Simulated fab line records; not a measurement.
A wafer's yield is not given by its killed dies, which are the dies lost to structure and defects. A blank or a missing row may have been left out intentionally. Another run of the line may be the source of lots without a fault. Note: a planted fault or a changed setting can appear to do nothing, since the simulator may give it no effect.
Chamber matching	flow n5 finfet	ald metal-01 running N5_BEOL_M7_ALD_77: 4 sister chambers
The step deposits TaN, target thk 2 nm, pulse time 2 s, purge time 3 s. 4 wafers are shown with their chamber, then 9 later ones without.

WAFERS, EACH WITH ITS CHAMBER
wafer	chamber	heater power outer w (W)
L086.5	1	267
L088.1	3	221
L088.2	2	246
L088.5	0	243

WAFERS WITH NO CHAMBER GIVEN
wafer	heater power outer w (W)
L090.2	266
L090.3	241
L090.5	248
L092.2	218
L092.4	266
L092.5	236
L095.1	237
L095.4	221
L095.6	220

CHAMBER TAKEN BY EACH
wafer	from the rows above	in truth
L090.2	1	1
L090.3	can't be placed: 0 or 2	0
L090.5	can't be placed: 2 or 0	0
L092.2	3	3
L092.4	1	1
L092.5	can't be placed: 0 or 2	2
L095.1	can't be placed: 0 or 2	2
L095.4	3	3
L095.6	3	3
Placed correctly: 5 of 9. Unplaceable from these rows: 4, with the true chamber sitting among the candidates in 4. 0 placed wrongly.
How it was worked out, from the rows above alone: a wafer's distance from a chamber is the root of the sum, over the readings, of the square of ((its reading less the chamber's mean) divided by the reading's scatter). If the next closest chamber is less than 2 further off than the closest, the wafer can't be placed; otherwise it belongs to the closest. A chamber's mean is the mean of its shown wafers. The scatter: with one shown wafer a chamber, the root of the mean of the squares of how far each hidden wafer lies from its nearest shown one.
